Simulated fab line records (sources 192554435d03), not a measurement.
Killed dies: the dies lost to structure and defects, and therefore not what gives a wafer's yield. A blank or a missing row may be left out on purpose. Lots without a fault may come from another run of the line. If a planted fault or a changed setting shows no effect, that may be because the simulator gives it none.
fab line records -- flow n5_finfet
record: lots: 9, wafers: 27, last_day: 17
route steps=1938 shown BEOL_M3@944 BEOL_M4@1111 PASSIVATION@1936
lots with no fault: from the same line, run without faults
start_h: hours from the record's opening day to when the first of the lot's shown wafers began -- wait_h: hours from the lot's prior step to this one -- " same as the row above -- L1.1+2: one row covering several wafers at once -- - no value, or no start given -- * or withheld: withheld -- < > ~ a bound
route shown NAME@n: names a module that has steps shown in the file, with the first one's number in the route -- usual: the fault-free wafers' mean and standard deviation -- same: alike in all rows -- chamber/n: place in a boat -- sites: the reading at each site -- _std_site: standard deviation across them -- _edge_site: outer sites' mean less inner sites' -- radius_mm: how far each site lies from the wafer's centre -- mask NAME#n: copy n -- behind: the most recent tool/chamber to have shaped the wafer -- hold: the reason the lot was held/the length of the hold in hours/how it ended -- device: names the non-switching transistor (n, p or np) -- end of line: the same wafers' tests at the end of the route -- a step with no rows: only its recipe -- killed: the dies lost at the first sort to structure and to defects; this is not the yield of the wafer -- map: the dies of a wafer, with x for killed, . for not killed, _ for no die there
set.NAME: the setting that was run; set.NAME@STEP: the one run at that earlier step -- model.NAME: the simulator's own value behind a step, which no gauge read
steps of the route over a sample of lots; a table a step, a row a wafer
services: the hour from which a tool's chamber was out of use, counted from the record's first day as start_h (under 0 if before that day), plus the number of hours and why
== steps ==
step: N5_BEOL_M3_CD_MEAS_11
recipe: target_cd_nm: 17.05, landing_energy_ev: 500, detector: se_inlens, polarity: opening
usual: cd_nm: 17.04/0.26
same: landing_energy_ev: 500
lot.wafer,tool,chamber,start_h,wait_h,cd_nm
L754.2,cd_sem-01,0,143.39,-,16.76
L754.5,cd_sem-01,0,143.39,-,17.40
L754.6,cd_sem-01,0,143.39,-,17.32
L763.1,cd_sem-02,0,207.63,-,17.11
L763.3,cd_sem-02,0,207.63,-,16.78
L763.4,cd_sem-02,0,207.63,-,17.07
L764.2,cd_sem-03,0,208.01,-,16.81
L764.3,cd_sem-03,0,208.01,-,16.97
L764.6,cd_sem-03,0,208.01,-,16.42
L766.2,cd_sem-02,0,223.62,-,16.87
L766.4,cd_sem-02,0,223.62,-,16.81
L766.6,cd_sem-02,0,223.62,-,17.29
L770.3,cd_sem-03,0,246.96,-,17.00
L770.4,cd_sem-03,0,246.96,-,17.04
L770.6,cd_sem-03,0,246.96,-,17.15
L771.1,cd_sem-02,0,260.83,-,17.38
L771.3,cd_sem-02,0,260.83,-,16.99
L771.4,cd_sem-02,0,260.83,-,16.84
L772.4,cd_sem-02,0,267.87,-,16.54
L772.5,cd_sem-02,0,267.87,-,16.98
L772.6,cd_sem-02,0,267.87,-,17.13
L775.2,cd_sem-03,0,279.89,-,17.26
L775.4,cd_sem-03,0,279.89,-,17.37
L775.5,cd_sem-03,0,279.89,-,17.45
L776.2,cd_sem-02,0,287.11,-,17.03
L776.5,cd_sem-02,0,287.11,-,16.83
L776.6,cd_sem-02,0,287.11,-,17.17
step: N5_BEOL_M3_OVL_MEAS_12
recipe: points_per_wafer: 522
usual: M3_OVL: 0.2/0.69
lot.wafer,tool,chamber,start_h,wait_h,M3_OVL[nm]
L754.2,overlay-01,0,143.43,0.0,-1.0
L754.5,overlay-01,0,143.43,0.0,-0.2
L754.6,overlay-01,0,143.43,0.0,-0.5
L763.1,overlay-02,0,207.66,0.0,0.1
L763.3,overlay-02,0,207.66,0.0,-0.2
L763.4,overlay-02,0,207.66,0.0,-0.1
L764.2,overlay-02,0,208.04,0.0,-1.2
L764.3,overlay-02,0,208.04,0.0,-1.0
L764.6,overlay-02,0,208.04,0.0,-1.0
L766.2,overlay-01,0,223.66,0.0,-0.4
L766.4,overlay-01,0,223.66,0.0,0.4
L766.6,overlay-01,0,223.66,0.0,-1.6
L770.3,overlay-01,0,247.00,0.0,-0.7
L770.4,overlay-01,0,247.00,0.0,-0.5
L770.6,overlay-01,0,247.00,0.0,0.5
L771.1,overlay-01,0,260.86,0.0,-0.4
L771.3,overlay-01,0,260.86,0.0,1.0
L771.4,overlay-01,0,260.86,0.0,-0.1
L772.4,overlay-02,0,267.92,0.0,-0.4
L772.5,overlay-02,0,267.92,0.0,-0.5
L772.6,overlay-02,0,267.92,0.0,0.3
L775.2,overlay-02,0,279.92,0.0,0.7
L775.4,overlay-02,0,279.92,0.0,1.6
L775.5,overlay-02,0,279.92,0.0,0.5
L776.2,overlay-02,0,287.14,0.0,0.8
L776.5,overlay-02,0,287.14,0.0,0.1
L776.6,overlay-02,0,287.14,0.0,0.1
step: N5_BEOL_M3_STRIP_19
recipe: chemistry: O2, power_w: 400, temp_c: 40, pressure_mtorr: 30, rf_frequency_hz: 6e+07, bias_power_w: 0, overash_fraction: 0.2, o2_flow_sccm: 225
usual: drypump_motor_current_A: 5.8/0.3, oes_product_au: 0.79/0.076, rf_vpp_V: 3.6/0.48, showerhead_plenum_p_Torr: 2.08/0.051, throttle_valve_pct: 16.65/0.24
lot.wafer,tool,chamber,start_h,wait_h,drypump_motor_current_A,oes_product_au,rf_hours_counter_h,rf_vpp_V,showerhead_plenum_p_Torr,throttle_valve_pct
L754.2,rie_diel-01,1,143.96,0.2,6.2,0.79,116,2.5,2.08,16.37
L754.5,rie_diel-01,2,143.96,0.2,5.6,0.92,-,4.0,2.12,16.25
L754.6,rie_diel-01,3,143.96,0.2,5.9,0.76,-,4.1,2.02,16.83
L763.1,rie_diel-01,1,208.11,0.1,6.2,0.76,136,3.6,2.07,16.39
L763.3,rie_diel-01,0,208.11,0.1,6.1,0.94,14,3.7,2.13,16.21
L763.4,rie_diel-01,3,208.11,0.1,5.9,0.74,183,4.3,2.01,16.85
L764.2,rie_diel-01,0,208.51,0.1,6.1,0.93,14,3.9,2.13,16.22
L764.3,rie_diel-01,2,208.51,0.1,5.6,0.88,37,4.3,2.11,16.29
L764.6,rie_diel-01,1,208.51,0.1,6.2,0.76,-,3.3,2.07,16.39
L766.2,rie_diel-05,0,224.10,0.1,5.6,0.75,210,2.8,2.06,16.80
L766.4,rie_diel-05,1,224.10,0.1,5.5,0.78,155,3.5,2.02,16.96
L766.6,rie_diel-05,0,224.10,0.1,5.6,0.75,-,2.6,2.06,16.79
L770.3,rie_diel-05,2,247.71,0.1,5.7,0.85,61,3.8,2.06,16.58
L770.4,rie_diel-05,3,247.71,0.1,6.1,0.72,200,3.9,2.14,16.67
L770.6,rie_diel-05,1,247.71,0.1,5.5,0.77,-,3.9,2.02,16.98
L771.1,rie_diel-02,2,261.43,0.1,6.1,0.92,19,4.2,2.25,16.57
L771.3,rie_diel-02,0,261.43,0.1,5.6,0.71,209,3.8,2.16,16.81
L771.4,rie_diel-02,2,261.43,0.1,6.1,0.93,-,3.4,2.25,16.57
L772.4,rie_diel-01,3,268.45,0.1,5.9,0.72,201,3.9,2.01,16.89
L772.5,rie_diel-01,2,268.45,0.1,5.6,0.85,-,3.6,2.11,16.33
L772.6,rie_diel-01,3,268.45,0.1,5.9,0.72,-,4.8,2.01,16.87
L775.2,rie_diel-01,3,280.46,0.1,5.9,0.72,204,4.0,2.01,16.90
L775.4,rie_diel-01,0,280.46,0.1,6.1,0.88,35,3.0,2.12,16.25
L775.5,rie_diel-01,3,280.46,0.1,5.9,0.72,-,3.3,2.01,16.89
L776.2,rie_diel-01,2,287.59,0.1,5.6,0.85,62,4.2,2.10,16.35
L776.5,rie_diel-01,0,287.59,0.1,6.1,0.88,-,3.0,2.12,16.27
L776.6,rie_diel-01,2,287.59,0.1,5.6,0.85,-,4.8,2.11,16.34
step: N5_BEOL_M3_INSPECT_30
recipe: mode: adi, inspect_instrument: brightfield
usual: raw_defect_count: 445/100
lot.wafer,tool,chamber,start_h,wait_h,raw_defect_count
L754.2,defect_inspect-02,-,144.45,0.0,635
L754.5,defect_inspect-02,-,144.45,0.0,464
L754.6,defect_inspect-02,-,144.45,0.0,660
L763.1,defect_inspect-01,-,208.59,0.1,483
L763.3,defect_inspect-01,-,208.59,0.1,984
L763.4,defect_inspect-01,-,208.59,0.1,601
L764.2,defect_inspect-01,-,209.11,0.0,758
L764.3,defect_inspect-01,-,209.11,0.0,403
L764.6,defect_inspect-01,-,209.11,0.0,400
L766.2,defect_inspect-01,-,224.58,0.0,385
L766.4,defect_inspect-01,-,224.58,0.0,323
L766.6,defect_inspect-01,-,224.58,0.0,379
L770.3,defect_inspect-02,-,248.18,0.0,422
L770.4,defect_inspect-02,-,248.18,0.0,411
L770.6,defect_inspect-02,-,248.18,0.0,338
L771.1,defect_inspect-02,-,262.03,0.1,449
L771.3,defect_inspect-02,-,262.03,0.1,497
L771.4,defect_inspect-02,-,262.03,0.1,412
L772.4,defect_inspect-02,-,268.99,0.0,353
L772.5,defect_inspect-02,-,268.99,0.0,429
L772.6,defect_inspect-02,-,268.99,0.0,411
L775.2,defect_inspect-01,-,280.94,0.0,531
L775.4,defect_inspect-01,-,280.94,0.0,564
L775.5,defect_inspect-01,-,280.94,0.0,528
L776.2,defect_inspect-01,-,288.09,0.0,302
L776.5,defect_inspect-01,-,288.09,0.0,399
L776.6,defect_inspect-01,-,288.09,0.0,363
step: N5_BEOL_M3_VIA_ETCH_34
recipe: chemistry: C4F6/O2, target_depth_a: 694, mask_material: SOC, pressure_mtorr: 15, ion_energy_ev: 250, taper_deg: 4, time_s: 65.9, source_w: 350, bias_w: 170, Ar_flow_sccm: 300, C4F6_flow_sccm: 10, O2_flow_sccm: 10
usual: O2_flow_sccm: 10.005/0.029, drypump_motor_current_A: 6.0/0.34, oes_o_777_au: 0.81/0.1, oes_product_au: 0.81/0.099, rf_vpp_V: 656/18, showerhead_plenum_p_Torr: 2.86/0.087, throttle_valve_pct: 30.68/0.17
lot.wafer,tool,chamber,start_h,wait_h,O2_flow_sccm,drypump_motor_current_A,oes_o_777_au,oes_product_au,rf_hours_counter_h,rf_vpp_V,showerhead_plenum_p_Torr,throttle_valve_pct
L754.2,rie_diel-01,2,150.34,0.0,9.955,5.6,0.92,0.93,19,673,2.91,30.74
L754.5,rie_diel-01,1,150.34,0.0,10.013,6.2,0.77,0.80,-,666,2.85,30.40
L754.6,rie_diel-01,3,150.34,0.0,10.022,5.9,0.74,0.75,-,658,2.73,30.80
L763.1,rie_diel-02,3,211.79,0.0,9.921,6.1,0.95,0.96,14,640,2.91,30.96
L763.3,rie_diel-02,1,211.79,0.0,9.974,6.6,0.72,0.70,184,651,2.82,30.80
L763.4,rie_diel-02,0,211.79,0.0,9.973,5.6,0.73,0.72,194,641,2.91,30.51
L764.2,rie_diel-05,1,211.88,0.0,10.008,5.5,0.81,0.77,151,657,2.70,30.63
L764.3,rie_diel-05,0,211.88,0.0,9.983,5.5,0.70,0.73,206,705,2.80,30.68
L764.6,rie_diel-05,3,211.88,0.0,10.002,6.1,0.71,0.72,-,678,2.89,30.59
L766.2,rie_diel-02,3,226.25,0.0,10.004,6.1,0.95,0.94,19,639,2.91,30.96
L766.4,rie_diel-02,0,226.25,0.0,10.013,5.6,0.73,0.71,198,641,2.91,30.51
L766.6,rie_diel-02,3,226.25,0.0,10.003,6.1,0.94,0.94,-,641,2.91,30.97
L770.3,rie_diel-05,3,260.55,0.0,10.037,6.1,0.70,0.71,205,676,2.89,30.61
L770.4,rie_diel-05,1,260.55,0.0,9.988,5.6,0.80,0.76,166,657,2.70,30.63
L770.6,rie_diel-05,1,260.55,0.0,10.001,5.5,0.80,0.77,-,658,2.70,30.62
L771.1,rie_diel-05,1,263.57,0.0,9.951,5.5,0.80,0.76,167,659,2.70,30.63
L771.3,rie_diel-05,0,263.57,0.0,9.994,5.5,0.69,0.73,222,705,2.79,30.68
L771.4,rie_diel-05,3,263.57,0.0,10.007,6.1,0.70,0.71,206,676,2.89,30.62
L772.4,rie_diel-05,2,269.66,0.0,10.032,5.7,0.88,0.83,69,627,2.77,30.86
L772.5,rie_diel-05,2,269.66,0.0,9.982,5.8,0.89,0.83,-,627,2.77,30.85
L772.6,rie_diel-05,1,269.66,0.0,10.039,5.5,0.79,0.76,-,658,2.70,30.62
L775.2,rie_diel-02,1,281.81,0.0,10.017,6.6,0.70,0.69,202,649,2.81,30.81
L775.4,rie_diel-02,2,281.81,0.0,9.989,6.1,0.92,0.90,26,659,2.99,30.51
L775.5,rie_diel-02,2,281.81,0.0,10.002,6.1,0.92,0.90,-,658,2.99,30.51
L776.2,rie_diel-02,1,289.21,0.0,9.934,6.5,0.70,0.69,204,650,2.81,30.83
L776.5,rie_diel-02,1,289.21,0.0,9.976,6.6,0.71,0.69,-,651,2.81,30.83
L776.6,rie_diel-02,2,289.21,0.0,9.986,6.1,0.91,0.89,-,659,2.99,30.51
step: N5_BEOL_M4_RC_MEAS_101
usual: DIBL_N: 37.5/1.9, DIBL_P: 37.3/2.4, IOFF_N: 0.18/0.038, IOFF_P: 0.23/0.045, ION_N: 677/11, ION_P: 464/8.1, SS_N: 72.0/0.68, SS_P: 73.5/0.77, VT_N: 249/3.3, VT_P: -249/3.6
lot.wafer,tool,chamber,start_h,wait_h,DIBL_N[mV/V],DIBL_P[mV/V],IOFF_N[nA/um],IOFF_P[nA/um],ION_N[uA/um],ION_P[uA/um],SS_N[mV/dec],SS_P[mV/dec],VT_N[mV],VT_P[mV]
L754.2,prober-01,0,163.33,0.2,38.4,37.3,0.22,0.24,688,468,72.3,74.0,242,-247
L754.5,prober-01,0,163.33,0.2,36.5,36.1,0.17,0.21,667,460,71.8,73.1,248,-253
L754.6,prober-01,0,163.33,0.2,39.9,39.5,0.24,0.27,679,461,72.8,74.7,245,-247
L764.2,prober-01,0,227.75,0.2,39.4,38.0,0.21,0.29,681,470,72.4,73.7,246,-244
L764.3,prober-01,0,227.75,0.2,36.1,34.1,0.14,0.19,677,456,71.5,72.6,254,-249
L764.6,prober-01,0,227.75,0.2,38.8,37.5,0.20,0.28,687,474,72.0,73.6,248,-244
L763.1,prober-02,0,227.76,0.0,39.9,39.6,0.23,0.26,690,463,71.9,73.6,244,-249
L763.3,prober-02,0,227.76,0.0,33.9,31.8,0.12,0.14,650,444,71.0,72.2,253,-255
L763.4,prober-02,0,227.76,0.0,38.0,38.8,0.18,0.26,682,470,71.5,73.3,247,-245
L766.2,prober-02,0,245.76,0.2,34.8,34.9,0.13,0.18,673,458,70.5,72.1,254,-250
L766.4,prober-02,0,245.76,0.2,37.4,37.4,0.16,0.21,659,455,71.8,73.2,250,-253
L766.6,prober-02,0,245.76,0.2,38.5,39.7,0.19,0.25,685,471,71.4,73.7,248,-248
L770.3,prober-01,0,275.87,0.7,37.7,40.0,0.19,0.29,687,478,71.9,74.0,248,-243
L770.4,prober-01,0,275.87,0.7,32.6,33.0,0.11,0.19,666,473,70.6,71.4,254,-249
L770.6,prober-01,0,275.87,0.7,38.4,40.1,0.21,0.32,680,476,71.7,73.3,246,-243
L772.4,prober-02,0,283.53,0.5,36.3,36.1,0.15,0.20,689,471,71.4,72.4,249,-251
L772.5,prober-02,0,283.53,0.5,37.6,37.0,0.17,0.21,677,458,71.7,72.8,248,-250
L772.6,prober-02,0,283.53,0.5,38.5,37.8,0.17,0.21,669,457,72.2,73.7,253,-252
L771.1,prober-02,0,290.96,0.0,40.4,40.5,0.23,0.27,687,463,72.3,74.8,244,-250
L771.3,prober-02,0,290.96,0.0,34.6,33.0,0.11,0.16,658,459,71.4,72.1,257,-255
L771.4,prober-02,0,290.96,0.0,39.7,38.5,0.23,0.24,690,463,72.9,74.0,244,-246
L775.2,prober-02,0,300.38,0.2,38.9,38.9,0.22,0.25,682,458,72.6,73.9,248,-249
L775.4,prober-02,0,300.38,0.2,36.0,36.7,0.15,0.21,675,466,71.9,72.7,249,-248
L775.5,prober-02,0,300.38,0.2,34.5,36.0,0.13,0.20,664,462,71.6,73.4,253,-250
L776.2,prober-02,0,307.99,0.2,41.6,42.9,0.28,0.37,705,480,72.5,75.0,243,-242
L776.5,prober-02,0,307.99,0.2,37.2,36.3,0.17,0.24,670,462,71.4,73.9,249,-245
L776.6,prober-02,0,307.99,0.2,38.0,37.6,0.17,0.23,670,462,72.1,73.2,251,-251
step: N5_PASSIVATION_PROBE_49
usual: defect_limited_yield: 91.2/1.5, killed_at_M0_to_M3: 31/10, killed_at_M4_up: 15/5.9, killed_at_contacts: 13/6, killed_at_front_end: 41/11, killed_at_other: 4/3.1, killed_dies: 104/18, killed_open: 68/13, killed_short: 33/8.1, sort_bin_4_leakage: 0.00/0.03, sort_bin_5_function: 5.1/1.1, sort_bin_6_memory: 3.2/0.69, sort_bin_8_speed: 0.01/0.045, sort_n_pass: 1076/18
same: gross_dies: 1180, killed_at_back_side: 0
lot.wafer,tool,chamber,start_h,wait_h,defect_limited_yield[%],killed_at_M0_to_M3,killed_at_M4_up,killed_at_contacts,killed_at_front_end,killed_at_other,killed_dies,killed_open,killed_short,sort_bin_4_leakage[%],sort_bin_5_function[%],sort_bin_6_memory[%],sort_bin_8_speed[%],sort_n_pass
L764.2,prober-01,-,329.63,0.1,83.0,132,6,7,50,6,201,49,43,0,10.3,4.8,0,979
L764.3,prober-01,-,329.68,0.1,90.1,25,15,20,55,2,117,70,45,0,6.0,3.6,0,1063
L764.6,prober-01,-,329.83,0.3,90.0,39,18,9,51,1,118,74,43,0,6.4,3.1,0,1062
L763.1,prober-01,-,342.66,0.9,91.7,41,14,11,30,2,98,60,37,0,5.1,2.8,0,1082
L763.3,prober-01,-,342.76,1.0,80.8,167,12,10,35,2,226,69,36,0,11.7,5.8,0.25,951
L763.4,prober-01,-,342.81,1.0,90.0,46,10,3,58,1,118,76,41,0,5.8,3.7,0,1062
L766.2,prober-01,-,345.49,0.1,93.1,26,12,10,28,5,81,56,24,0,4.3,2.3,0,1099
L766.4,prober-01,-,345.59,0.2,89.2,36,19,16,50,6,127,85,41,0,6.2,4.2,0,1053
L766.6,prober-01,-,345.69,0.3,91.7,28,21,0,40,9,98,66,32,0,4.7,3.5,0,1082
L770.3,prober-01,-,379.16,0.1,90.8,37,20,21,29,1,108,71,34,0,5.2,3.5,0.25,1072
L770.4,prober-01,-,379.21,0.2,90.5,28,12,15,55,2,112,73,36,0,5.3,3.9,0.17,1068
L770.6,prober-01,-,379.31,0.3,91.2,40,11,12,39,2,104,74,22,0,5.1,3.0,0,1076
L772.4,prober-01,-,381.30,0.2,90.1,33,13,12,51,8,117,74,38,0,6.1,3.1,0,1063
L772.5,prober-01,-,381.35,0.2,89.5,50,7,7,53,7,124,72,51,0,6.0,3.9,0,1056
L772.6,prober-01,-,381.40,0.3,90.8,25,7,6,62,8,108,65,43,0,5.0,3.6,0,1072
L771.1,prober-02,-,394.70,0.0,90.6,27,22,9,50,3,111,76,35,0,5.8,3.2,0,1069
L771.3,prober-02,-,394.80,0.1,91.1,16,17,12,54,6,105,62,38,0,4.7,3.2,0,1075
L771.4,prober-02,-,394.85,0.2,90.3,23,31,11,44,6,115,78,37,0,5.7,3.8,0,1065
killed by level:class
L764.2 BEOL_M3:unspecified=109 FIN_SAQP:geometric_particle:open=14 FIN_SAQP:geometric_particle:short=14 MOL_CONTACT_COAG:geometric_particle:open=7 GATE_CUT:geometric_particle:short=4 GATE_CUT:geometric_particle:open=4 BEOL_M0_SAQP:geometric_particle:short=4 BEOL_M0:geometric_particle:short=4
L764.3 FIN_SAQP:geometric_particle:short=16 MOL_CONTACT_COAG:geometric_particle:open=16 FIN_SAQP:geometric_particle:open=12 GATE_CUT:geometric_particle:short=11 BEOL_M4:geometric_particle:open=8 STI_FIN_REVEAL:geometric_particle:open=5 BEOL_M0_SAQP:geometric_particle:short=5 BEOL_M1:geometric_particle:open=5
L764.6 FIN_SAQP:geometric_particle:short=16 BEOL_M0:geometric_particle:open=12 GATE_CUT:geometric_particle:short=9 FIN_SAQP:geometric_particle:open=8 MOL_CONTACT_COAG:geometric_particle:open=8 BEOL_M3:geometric_particle:open=7 BEOL_M2:geometric_particle:open=6 STI_FIN_REVEAL:geometric_particle:open=5
L763.1 BEOL_M2:geometric_particle:open=11 BEOL_M0_SAQP:geometric_particle:short=10 FIN_SAQP:geometric_particle:open=9 MOL_CONTACT_COAG:geometric_particle:open=9 BEOL_M0_SAQP:geometric_particle:open=8 STARTING-WAFER:geometric_particle:short=7 BEOL_M0:geometric_particle:open=6 BEOL_M4:geometric_particle:open=6
L763.3 BEOL_M3:unspecified=120 BEOL_M2:geometric_particle:open=14 FIN_SAQP:geometric_particle:open=11 BEOL_M0_SAQP:geometric_particle:open=11 FIN_SAQP:geometric_particle:short=8 BEOL_M2:geometric_particle:short=7 MOL_CONTACT_COAG:geometric_particle:open=6 BEOL_M0_SAQP:geometric_particle:short=6
L763.4 FIN_SAQP:geometric_particle:open=21 BEOL_M2:geometric_particle:open=19 BEOL_M0_SAQP:geometric_particle:short=10 FIN_SAQP:geometric_particle:short=8 STI_FIN_REVEAL:geometric_particle:open=4 DUMMY_GATE:geometric_particle:open=4 GATE_CUT:geometric_particle:short=4 BEOL_M1:geometric_particle:open=4
L766.2 MOL_CONTACT_COAG:geometric_particle:open=8 BEOL_M2:geometric_particle:open=8 STI_FIN_REVEAL:geometric_particle:open=7 BEOL_M2:geometric_particle:short=7 FIN_SAQP:geometric_particle:open=6 BEOL_M0:geometric_particle:open=6 BEOL_M4:geometric_particle:open=5 STI_FIN_REVEAL:geometric_particle:short=4
L766.4 FIN_SAQP:geometric_particle:open=17 BEOL_M2:geometric_particle:open=17 MOL_CONTACT_COAG:geometric_particle:open=13 FIN_SAQP:geometric_particle:short=10 STI_FIN_REVEAL:geometric_particle:open=8 BEOL_M0_SAQP:geometric_particle:short=6 BEOL_M5:geometric_particle:open=5 SPACER0:geometric_particle:open=3
L766.6 FIN_SAQP:geometric_particle:open=11 FIN_SAQP:geometric_particle:short=9 BEOL_M0_SAQP:geometric_particle:open=9 BEOL_M4:geometric_particle:open=9 BEOL_M2:geometric_particle:open=7 BEOL_M0_SAQP:geometric_particle:short=5 BEOL_M5:geometric_particle:open=5 STI_FIN_REVEAL:geometric_particle:open=4
L770.3 MOL_CONTACT_COAG:geometric_particle:open=17 FIN_SAQP:geometric_particle:short=8 BEOL_M4:geometric_particle:open=8 BEOL_M2:geometric_particle:open=8 BEOL_M3:geometric_particle:open=7 BEOL_M5:geometric_particle:open=6 FIN_SAQP:geometric_particle:open=5 BEOL_M0_SAQP:geometric_particle:short=5
L770.4 MOL_CONTACT_COAG:geometric_particle:open=12 FIN_SAQP:geometric_particle:open=11 STI_FIN_REVEAL:geometric_particle:open=11 BEOL_M0_SAQP:geometric_particle:short=10 FIN_SAQP:geometric_particle:short=6 STI_FIN_REVEAL:geometric_particle:short=6 DUMMY_GATE:geometric_particle:open=6 BEOL_M2:geometric_particle:open=6
L770.6 STI_FIN_REVEAL:geometric_particle:open=11 MOL_CONTACT_COAG:geometric_particle:open=10 BEOL_M2:geometric_particle:open=10 FIN_SAQP:geometric_particle:open=9 BEOL_M3:geometric_particle:open=8 BEOL_M0_SAQP:geometric_particle:open=6 HKMG_FIN:area_etch=6 BEOL_M1:geometric_particle:open=5
L772.4 BEOL_M0_SAQP:geometric_particle:open=11 DUMMY_GATE:geometric_particle:open=10 MOL_CONTACT_COAG:geometric_particle:open=9 FIN_SAQP:geometric_particle:open=7 STI_FIN_REVEAL:geometric_particle:open=7 BEOL_M4:geometric_particle:open=6 BEOL_M0_SAQP:geometric_particle:short=5 BEOL_M2:geometric_particle:open=5
L772.5 FIN_SAQP:geometric_particle:short=14 BEOL_M0_SAQP:geometric_particle:short=11 BEOL_M0_SAQP:geometric_particle:open=11 FIN_SAQP:geometric_particle:open=9 BEOL_M2:geometric_particle:open=9 STI_FIN_REVEAL:geometric_particle:open=8 BEOL_M3:geometric_particle:open=7 MOL_CONTACT_COAG:geometric_particle:open=5
L772.6 FIN_SAQP:geometric_particle:short=15 FIN_SAQP:geometric_particle:open=11 BEOL_M2:geometric_particle:open=10 STI_FIN_REVEAL:geometric_particle:open=9 DUMMY_GATE:geometric_particle:open=7 PASS1_CAP:geometric_particle:open=5 MOL_CONTACT_COAG:geometric_particle:open=4 ILD0:geometric_particle:short=4
L771.1 FIN_SAQP:geometric_particle:open=15 BEOL_M4:geometric_particle:open=12 FIN_SAQP:geometric_particle:short=9 MOL_CONTACT_COAG:geometric_particle:open=9 STI_FIN_REVEAL:geometric_particle:open=7 BEOL_M2:geometric_particle:open=7 BEOL_M0_SAQP:geometric_particle:short=7 GATE_CUT:geometric_particle:open=5
L771.3 FIN_SAQP:geometric_particle:open=16 FIN_SAQP:geometric_particle:short=9 MOL_CONTACT_COAG:geometric_particle:open=9 STI_FIN_REVEAL:geometric_particle:open=7 BEOL_M3:geometric_particle:open=7 BEOL_M4:geometric_particle:open=6 STARTING-WAFER:geometric_particle:short=5 HKMG_FIN:area_etch=5
L771.4 BEOL_M4:geometric_particle:open=19 FIN_SAQP:geometric_particle:open=18 MOL_CONTACT_COAG:geometric_particle:open=8 FIN_SAQP:geometric_particle:short=7 BEOL_M2:geometric_particle:open=6 GATE_CUT:geometric_particle:short=4 BEOL_M0_SAQP:geometric_particle:open=4 BEOL_M4:geometric_particle:short=4
== services ==
tool,chamber,start_h,hours,kind
rie_diel-05,-,126.82,0.3,repair
rie_diel-01,0,143.24,-,clean
rie_diel-01,0,143.24,-,consumable_replace:focus_ring
rie_diel-01,0,143.24,20.1,scheduled_down
rie_diel-01,0,143.24,20.1,vent_cycle
rie_diel-02,3,154.69,-,clean
rie_diel-02,3,154.69,-,consumable_replace:focus_ring
rie_diel-02,3,154.69,18.8,scheduled_down
rie_diel-02,3,154.69,18.8,vent_cycle
rie_diel-02,1,166.73,11.3,repair
rie_diel-01,-,169.77,0.6,repair
rie_diel-02,2,178.35,-,clean
rie_diel-02,2,178.35,-,consumable_replace:focus_ring
rie_diel-02,2,178.35,-,consumable_replace:showerhead
rie_diel-02,2,178.35,19.3,scheduled_down
rie_diel-02,2,178.35,19.3,vent_cycle
rie_diel-02,1,179.29,2.0,repair
rie_diel-02,0,186.27,8.8,repair
rie_diel-05,1,197.71,7.7,repair
rie_diel-02,1,230.86,7.7,repair
rie_diel-02,2,237.49,1.5,repair
rie_diel-01,-,271.14,0.8,repair
== key ==
first_sign: step: N5_BEOL_M3_INSPECT_30, reading: raw_defect_count, direction: up, sigmas: 4.2, usual: 445, struck: 871
effect: step: N5_PASSIVATION_PROBE_49, reading: killed_at_M0_to_M3, direction: up, sigmas: 12, usual: 31, struck: 150
more_kills_born_at: N5_BEOL_M3_STRIP_19@rie_diel-01: 229
met_at N5_BEOL_M3_STRIP_19
struck_lots L763,L764
struck_wafers L763.3,L764.2
not_acting_at N5_BEOL_M3_CD_MEAS_11,N5_BEOL_M3_OVL_MEAS_12,N5_BEOL_M3_VIA_ETCH_34
fault: kind: chamber_particle_source, tool: rie_diel-01, chamber: 0, onset_h: 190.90, steps: N5_BEOL_M3_STRIP_19, rate_per_visit_cm2: 0.52334, end_h: 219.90
